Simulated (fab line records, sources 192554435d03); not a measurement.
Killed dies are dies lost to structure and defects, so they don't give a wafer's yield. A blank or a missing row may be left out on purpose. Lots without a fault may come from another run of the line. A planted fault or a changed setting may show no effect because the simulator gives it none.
A struck lot beside a sound one | flow n5_finfet | 26 steps out of a route of 1938
Sound: wafers L847.1, L847.4, L847.5. Struck: wafer L857.1. The cause comes at the end.
At each step with rows: each side's tool, then ch and its chambers, then its first start. Under that, the readings that differ: sound wafers | struck wafers | difference of the means | sigmas: that difference in standard deviations of wafers without a fault.
alike: readings whose means differ by less than 2 such deviations, and words and numbers that are the same on both sides. not compared: withheld readings, readings that some wafer has no value for, bounds like >300 that may hide the same value, and numbers for which the record gives no deviation and whose values overlap.
The two part at a step that has a row with sigmas, a row that says differs or no value, or rows on one side only. Numbers that don't overlap but have no deviation are shown without sigmas and don't part them. A reading that every wafer of one side lacks parts them only if that side has two wafers or more.

first, 4 steps without rows for these wafers: N5_WELL_APT_OXIDE_STRIP_42 (strips SiO2 in dHF, time 45 s, target depth 12 nm); N5_WELL_APT_PRECLEAN_36 (cleans in O3/DIW, time 45 s); N5_WELL_APT_PRECLEAN_39 (cleans in dHF, time 60 s); N5_WELL_APT_SRD_37 (time 30 s).
N5_WELL_APT_EPI_41: deposits Si from SiH4/H2, target thk 50 nm, time 297.7 s.
  sound on epi_rpcvd-01 ch 0, day 2 04:59; struck on epi_rpcvd-02 ch 0, day 4 15:57
  alike: throttle_valve_pct
N5_WELL_APT_INSPECT_38: inspects for defects (darkfield).
  sound on defect_inspect-01, day 2 05:49; struck on defect_inspect-02, day 4 16:35
  alike: raw_defect_count
N5_PMOS_HMC_CHANNEL_EPI_HM_DEP_34: deposits SiO2 from TEOS/O2, target thk 36 nm, time 6.9 s.
  sound on pecvd-03 ch 0,1, day 2 05:51; struck on pecvd-03 ch 0, day 4 16:37
  alike: heater_power_w, showerhead_plenum_p_Torr, showerhead_vpp_V, throttle_valve_pct
then, 5 steps without rows for these wafers: N5_PMOS_HMC_CHANNEL_EPI_COAT_31 (time 60 s, resist thk 66 nm); N5_PMOS_HMC_CHANNEL_EPI_COAT_03 (resist thk 205 nm); N5_PMOS_HMC_CHANNEL_EPI_EBR_05; N5_PMOS_HMC_CHANNEL_EPI_SOFTBAKE_04 (time 60 s); N5_PMOS_HMC_CHANNEL_EPI_EXPOSE_06 (exposes mask PMOS HMC BLK, target cd 240 nm).
N5_PMOS_HMC_CHANNEL_EPI_PEB_07: peb time 60 s.
  sound on litho_track-03 ch 0, day 2 06:11; struck on litho_track-05 ch 0, day 4 16:58
  reading                  | sound             | struck | difference | sigmas
  heater_power_total_W (W) | 177.3 173.9 177.5 | 182.6  | +6.4       | +4
then, 1 step without rows for these wafers: N5_PMOS_HMC_CHANNEL_EPI_DEVELOP_08 (develop time 30 s).
N5_PMOS_HMC_CHANNEL_EPI_CD_MEAS_09: target cd 237.4 nm.
  sound on cd_sem-03 ch 0, day 2 06:15; struck on cd_sem-02 ch 0, day 4 17:02
  reading    | sound             | struck | difference | sigmas
  cd_nm (nm) | 237.4 238.0 237.0 | 234.7  | -2.8       | -3
N5_PMOS_HMC_CHANNEL_EPI_OVL_MEAS_10:
  sound on overlay-02 ch 0, day 2 06:17; struck on overlay-01 ch 0, day 4 17:04
  alike: PMOS_HMC_BLK_OVL
N5_PMOS_HMC_CHANNEL_EPI_INSPECT_11: inspects for defects (macro).
  sound on defect_inspect-01, day 2 06:19; struck on defect_inspect-02, day 4 17:05
  alike: raw_defect_count
N5_PMOS_HMC_CHANNEL_EPI_DESCUM_14: chemistry O2, time 7.9 s.
  sound on rie_diel-03 ch 0,1,3, day 2 06:21; struck on rie_diel-03 ch 2, day 4 17:12
  reading                               | sound             | struck | difference | sigmas
  model.PMOS_HMC_CHANNEL_EPI.cd_nm (nm) | 237.6 238.2 237.3 | 234.8  | -2.9       |
  alike: drypump_motor_current_A, oes_product_au, rf_vpp_V, showerhead_plenum_p_Torr, throttle_valve_pct
  not compared: rf_hours_counter_h
then, 1 step without rows for these wafers: N5_PMOS_HMC_CHANNEL_EPI_ETCH_32 (etches BARC in N2/H2, stops on SiO2, target depth 85.8 nm, time 50.3 s).
N5_PMOS_HMC_CHANNEL_EPI_HM_OPEN_15: chemistry CHF3/O2, target SiO2, target depth 40.6 nm, time 20.3 s.
  sound on rie_diel-03 ch 0,1,3, day 2 06:26; struck on rie_diel-03 ch 2, day 4 17:17
  reading                     | sound       | struck | difference | sigmas
  drypump_motor_current_A (A) | 6.3 6.2 6.2 | 5.4    | -0.8       | -2
  alike: CHF3_flow_sccm, oes_f_703_au, oes_o_777_au, oes_product_au, rf_vpp_V, showerhead_plenum_p_Torr, throttle_valve_pct
  not compared: rf_hours_counter_h
N5_PMOS_HMC_CHANNEL_EPI_STRIP_33: strips in N2/H2.
  sound on rie_diel-03 ch 0,1,3, day 2 06:29; struck on rie_diel-03 ch 2, day 4 17:20
  reading                     | sound       | struck | difference | sigmas
  drypump_motor_current_A (A) | 6.3 6.1 6.2 | 5.4    | -0.8       | -2
  alike: oes_product_au, rf_vpp_V, showerhead_plenum_p_Torr, throttle_valve_pct
  not compared: rf_hours_counter_h
then, 1 step without rows for these wafers: N5_PMOS_HMC_CHANNEL_EPI_STRIP_17 (strips in SPM, time 750 s).
N5_PMOS_HMC_CHANNEL_EPI_ETCH_38: etches SiO2 in CF4, target depth 1.5 nm.
  sound on rie_si-06 ch 0,1,3, day 2 06:47; struck on rie_si-06 ch 0, day 4 17:39
  reading               | sound             | struck | difference | sigmas
  oes_product_au (a.u.) | 1.009 1.001 1.004 | 0.969  | -0.036     | -2
  alike: drypump_motor_current_A, he_backside_leak_sccm, throttle_valve_pct
  not compared: rf_hours_counter_h
N5_PMOS_HMC_CHANNEL_EPI_FIN_RECESS_16: chemistry HBr/Cl2, target Si, target depth 54 nm, time 18 s.
  sound on rie_si-06 ch 0,1,3, day 2 06:49; struck on rie_si-06 ch 0, day 4 17:40
  reading                               | sound             | struck | difference | sigmas
  model.PMOS_HMC_CHANNEL_EPI.cd_nm (nm) | 239.9 240.2 240.1 | 237.8  | -2.3       |
  alike: drypump_motor_current_A, he_backside_leak_sccm, oes_product_au, throttle_valve_pct
  not compared: rf_hours_counter_h
then, 1 step without rows for these wafers: N5_PMOS_HMC_CHANNEL_EPI_PRECLEAN_36 (cleans in O3/DIW, time 45 s).
N5_PASSIVATION_PROBE_49:
  the record has rows for the sound wafers here (prober-02, day 12 04:34) and none for the struck ones

WHERE THEY PART
First at N5_PMOS_HMC_CHANNEL_EPI_PEB_07; last, within this record, at N5_PASSIVATION_PROBE_49.

WHY: what the simulator had put in
Process parameter drift: litho_track-05, from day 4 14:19 on, at N5_PMOS_HMC_CHANNEL_EPI_PEB_07. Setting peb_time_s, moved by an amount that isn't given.
